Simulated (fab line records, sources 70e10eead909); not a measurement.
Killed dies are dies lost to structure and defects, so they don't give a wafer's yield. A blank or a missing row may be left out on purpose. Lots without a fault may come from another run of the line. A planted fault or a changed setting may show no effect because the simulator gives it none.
Chamber matching | flow nand_harc | NHARC_P_M2_DESCUM_14 on rie_diel-10: 4 sister chambers
The step chemistry O2, time 3 s. 14 wafers are shown with their chamber, then 7 later ones without.

WAFERS WITH THEIR CHAMBER
wafer  | chamber | drypump_motor_current_A (A) | oes_product_au (a.u.) | throttle_valve_pct (%)
L439.1 | 3       | 5.6                         | 1.016                 | 11.307
L439.2 | 1       | 5.8                         | 1.015                 | 11.317
L439.4 | 2       | 5.5                         | 0.980                 | 11.315
L438.1 | 2       | 5.5                         | 0.990                 | 11.308
L438.5 | 1       | 5.8                         | 1.004                 | 11.327
L438.6 | 0       | 5.7                         | 0.990                 | 11.313
L441.2 | 3       | 5.6                         | 1.007                 | 11.324
L441.3 | 2       | 5.5                         | 0.995                 | 11.307
L441.4 | 0       | 5.7                         | 0.992                 | 11.300
L445.3 | 0       | 5.7                         | 1.003                 | 11.331
L445.4 | 2       | 5.5                         | 0.996                 | 11.315
L445.6 | 2       | 5.4                         | 0.981                 | 11.310
L453.2 | 2       | 5.5                         | 1.008                 | 11.315
L453.4 | 0       | 5.7                         | 0.995                 | 11.313

SIGNATURES (means of the wafers above)
reading                 | chamber 0 | chamber 1 | chamber 2 | chamber 3 | scatter within a chamber
drypump_motor_current_A | 5.700     | 5.800     | 5.483     | 5.600     | 0.0289
oes_product_au          | 0.99500   | 1.00950   | 0.99167   | 1.01150   | 0.00865
throttle_valve_pct      | 11.31425  | 11.32200  | 11.31167  | 11.31550  | 0.00868
Rule: a wafer's distance from a chamber is the root of the sum, over the readings, of the square of ((its reading less the chamber's mean) divided by the reading's scatter). The wafer belongs to the nearest chamber; if the next one is less than 2 further off, it can't be placed. The scatter: the root of (the sum of the squares of (reading less its chamber's mean) over the shown wafers, divided by (wafers less chambers)).

WAFERS WITHOUT THEIR CHAMBER
wafer  | drypump_motor_current_A (A) | oes_product_au (a.u.) | throttle_valve_pct (%)
L453.5 | 5.7                         | 1.018                 | 11.308
L460.1 | 5.7                         | 0.985                 | 11.309
L460.4 | 5.8                         | 1.006                 | 11.307
L460.6 | 5.7                         | 0.990                 | 11.306
L461.1 | 5.7                         | 0.984                 | 11.316
L461.4 | 5.6                         | 1.012                 | 11.311
L461.6 | 5.5                         | 0.999                 | 11.297

WHICH CHAMBER EACH WENT THROUGH
wafer  | from the rows above          | in truth
L453.5 | can't be placed: 0 or 3 or 1 | 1
L460.1 | 0                            | 0
L460.4 | 1                            | 1
L460.6 | 0                            | 0
L461.1 | 0                            | 0
L461.4 | 3                            | 3
L461.6 | 2                            | 2
Placed correctly: 6 of 7. Can't be placed from these rows: 1 (the true chamber is among the candidates in 1). Placed wrongly: 0.
